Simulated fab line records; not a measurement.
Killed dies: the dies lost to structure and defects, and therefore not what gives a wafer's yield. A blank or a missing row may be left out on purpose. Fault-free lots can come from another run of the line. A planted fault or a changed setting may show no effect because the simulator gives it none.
What tool caused it? ; flow n5_finfet ; 10 lots, 29 wafers sampled, at 4 steps of a route of 1938

== WHAT THE GAUGES READ, wafer by wafer ==
Not one reading of a measure or inspect step in the record can be checked against a usual standard deviation.

== EACH LOT AND THE TOOL THAT RAN IT (in order: tool; ch and the chambers of the sampled wafers; start) ==
lot;N5_BEOL_M15_VIA_ETCH_16;N5_BEOL_M15_ETCH_38;N5_BEOL_M15_ANNEAL_48;N5_PASSIVATION_PECVD_00
L705;rie_diel-02 ch 0,1,2, day 14 07:14;rie_diel-02 ch 0,2, day 14 09:04;rtp_anneal-02 ch 0, day 14 11:31;pecvd-01 ch 1,2, day 14 13:37
L704;rie_diel-05 ch 0,1,2, day 14 08:56;rie_diel-02 ch 0,1, day 14 11:20;rtp_anneal-02 ch 0, day 14 12:18;pecvd-04 ch 0,1, day 14 14:03
L707;rie_diel-02 ch 0,1,3, day 14 14:28;rie_diel-02 ch 0,3, day 14 17:53;rtp_anneal-01 ch 0, day 14 18:47;pecvd-03 ch 0,1, day 14 20:35
L710;rie_diel-02 ch 0,1,2, day 15 03:49;rie_diel-02 ch 0,1,2, day 15 06:16;rtp_anneal-01 ch 0, day 15 08:16;pecvd-04 ch 0,1, day 15 09:59
L708;rie_diel-05 ch 1,2, day 15 10:26;rie_diel-02 ch 0,2,3, day 15 14:25;rtp_anneal-02 ch 0, day 15 15:24;pecvd-03 ch 0,1, day 15 17:04
L717;rie_diel-05 ch 3, day 17 07:55;rie_diel-03 ch 0,1, day 17 15:03;rtp_anneal-01 ch 0, day 17 16:11;pecvd-01 ch 0, day 17 17:47
L721;rie_diel-02 ch 0,2, day 18 04:56;rie_diel-02 ch 0,2, day 18 10:59;rtp_anneal-01 ch 0, day 18 12:01;pecvd-01 ch 1,2, day 18 13:45
L718;rie_diel-03 ch 0,2,3, day 18 08:07;rie_diel-03 ch 0,1,2, day 18 11:09;rtp_anneal-01 ch 0, day 18 12:17;pecvd-04 ch 0,1,2, day 18 14:41
L724;rie_diel-05 ch 1,3, day 19 05:02;rie_diel-02 ch 0,1,2, day 19 10:22;rtp_anneal-01 ch 0, day 19 12:05;pecvd-03 ch 0,1,2, day 19 13:52
L722;rie_diel-05 ch 0,2,3, day 20 04:53;rie_diel-02 ch 0,3, day 20 07:08;rtp_anneal-01 ch 0, day 20 08:33;pecvd-01 ch 0,1, day 20 10:17
- N5_BEOL_M15_VIA_ETCH_16: etches SiO2 in C4F8/O2/Ar, target depth 1792.2 nm.
- N5_BEOL_M15_ETCH_38: etches SiCN in CF4/N2, target depth 106.4 nm, time 120.5 s.
- N5_BEOL_M15_ANNEAL_48: time 90 s.
- N5_PASSIVATION_PECVD_00: deposits SiO2 from SiH4/N2O, target thk 200 nm, time 11.2 s.

== WHAT THE TOOLS THEMSELVES READ (means of the sampled wafers that have a number; where no wafer has one, the mark that the record gives instead) ==
N5_BEOL_M15_VIA_ETCH_16. Usual: chamber_pressure_mTorr 19.999 mTorr (standard deviation 0.02); drypump_motor_current_A 5.8 A (standard deviation 0.44); mfc_ar_sccm 400.0 sccm (standard deviation 1.2); oes_product_au 0.70 a.u. (standard deviation 0.079); rf_vpp_V 2219 V (standard deviation 17); showerhead_plenum_p_Torr 3.41 Torr (standard deviation 0.11); throttle_valve_pct 30.98 % (standard deviation 0.21).
lot;tool;chamber_pressure_mTorr (mTorr);drypump_motor_current_A (A);mfc_ar_sccm (sccm);oes_product_au (a.u.);rf_vpp_V (V);showerhead_plenum_p_Torr (Torr);throttle_valve_pct (%);flag
L705;rie_diel-02;20.006;5.5;399.9;0.74;2212;3.37;30.98;
L704;rie_diel-05;19.999;5.8;400.3;0.72;2225;3.41;30.81;
L707;rie_diel-02;19.991;5.4;400.4;0.70;2200;3.35;30.91;
L710;rie_diel-02;19.998;5.5;399.9;0.74;2213;3.36;30.98;
L708;rie_diel-05;19.995;5.9;400.6;0.77;2228;3.39;30.88;
L717;rie_diel-05;19.989;6.4;398.9;0.65;2236;3.40;31.26;
L721;rie_diel-02;20.002;5.2;399.5;0.76;2217;3.42;30.92;
L718;rie_diel-03;19.998;5.7;400.5;0.71;2240;3.59;30.94;
L724;rie_diel-05;20.002;5.7;400.7;0.69;2235;3.44;30.96;
L722;rie_diel-05;20.005;6.1;399.6;0.72;2223;3.37;30.94;

N5_BEOL_M15_ETCH_38. Usual: cf4_flow_sccm 59.99 sccm, standard deviation 0.16; chamber_pressure_mTorr 40.00 mTorr, standard deviation 0.037; drypump_motor_current_A 5.7 A, standard deviation 0.42; mfc_ar_sccm 99.98 sccm, standard deviation 0.28; oes_product_au 0.77 a.u., standard deviation 0.087; rf_vpp_V 381.8 V, standard deviation 2; showerhead_plenum_p_Torr 2.19 Torr, standard deviation 0.079; throttle_valve_pct 15.55 %, standard deviation 0.21.
lot;tool;cf4_flow_sccm (sccm);chamber_pressure_mTorr (mTorr);drypump_motor_current_A (A);mfc_ar_sccm (sccm);oes_product_au (a.u.);rf_vpp_V (V);showerhead_plenum_p_Torr (Torr);throttle_valve_pct (%);flag
L705;rie_diel-02;59.97;39.99;5.7;100.27;0.85;381.6;2.17;15.42;
L704;rie_diel-02;60.02;39.96;5.3;100.31;0.78;381.1;2.15;15.59;
L707;rie_diel-02;59.98;40.01;5.2;100.07;0.85;382.6;2.19;15.39;
L710;rie_diel-02;60.05;39.98;5.5;99.91;0.81;380.8;2.16;15.53;
L708;rie_diel-02;59.75;39.96;5.6;99.96;0.81;381.4;2.16;15.46;
L717;rie_diel-03;59.93;39.96;5.8;99.75;0.85;382.8;2.24;15.74;
L721;rie_diel-02;60.05;39.99;5.6;99.92;0.81;381.1;2.16;15.50;
L718;rie_diel-03;60.08;39.98;5.8;99.80;0.91;383.5;2.28;15.57;
L724;rie_diel-02;60.10;40.01;5.5;99.83;0.77;381.3;2.15;15.59;
L722;rie_diel-02;59.89;40.02;5.2;99.79;0.89;384.2;2.27;15.32;

N5_BEOL_M15_ANNEAL_48. Usual: 225.70 for wafer_temp_C_max, sd 0.27.
lot;tool;wafer_temp_C_max;flag
L705;rtp_anneal-02;225.98;
L704;rtp_anneal-02;226.03;
L707;rtp_anneal-01;225.69;
L710;rtp_anneal-01;225.62;
L708;rtp_anneal-02;225.88;
L717;rtp_anneal-01;225.49;
L721;rtp_anneal-01;225.52;
L718;rtp_anneal-01;225.61;
L724;rtp_anneal-01;225.52;
L722;rtp_anneal-01;225.50;

N5_PASSIVATION_PECVD_00. Usual: heater_power_w 689 W, standard deviation 94; showerhead_plenum_p_Torr 8.14 Torr, standard deviation 0.15; throttle_valve_pct 52.2 %, standard deviation 3.
lot;tool;heater_power_w (W);showerhead_plenum_p_Torr (Torr);throttle_valve_pct (%);flag
L705;pecvd-01;622;7.98;51.0;
L704;pecvd-04;597;8.41;54.0;
L707;pecvd-03;749;8.08;53.1;
L710;pecvd-04;665;8.41;54.0;
L708;pecvd-03;754;8.08;53.1;
L717;pecvd-01;580;8.09;54.3;
L721;pecvd-01;664;7.96;48.1;
L718;pecvd-04;678;8.31;53.3;
L724;pecvd-03;753;8.09;51.2;
L722;pecvd-01;593;7.98;48.6;

== THE ANSWER, worked out from the rows above alone ==
Rule: lot off if the mean of its wafers having a number is beyond 3 standard deviations from the usual mean. A lot without any number at a reading at which 4 lots or more have one is off too. Where the step has rows for the other lots, those lots are counted as sound. Order of review: gauges by route order, followed by the tools' own readings, for which a lot's mean as printed above is used. At the first step where some lot is off, the reading lying furthest off is the one used; lots without a number count as furthest.
No lot is off on any of the readings shown, so nothing can be concluded from this.

== WHAT THE SIMULATOR HAD INSERTED ==
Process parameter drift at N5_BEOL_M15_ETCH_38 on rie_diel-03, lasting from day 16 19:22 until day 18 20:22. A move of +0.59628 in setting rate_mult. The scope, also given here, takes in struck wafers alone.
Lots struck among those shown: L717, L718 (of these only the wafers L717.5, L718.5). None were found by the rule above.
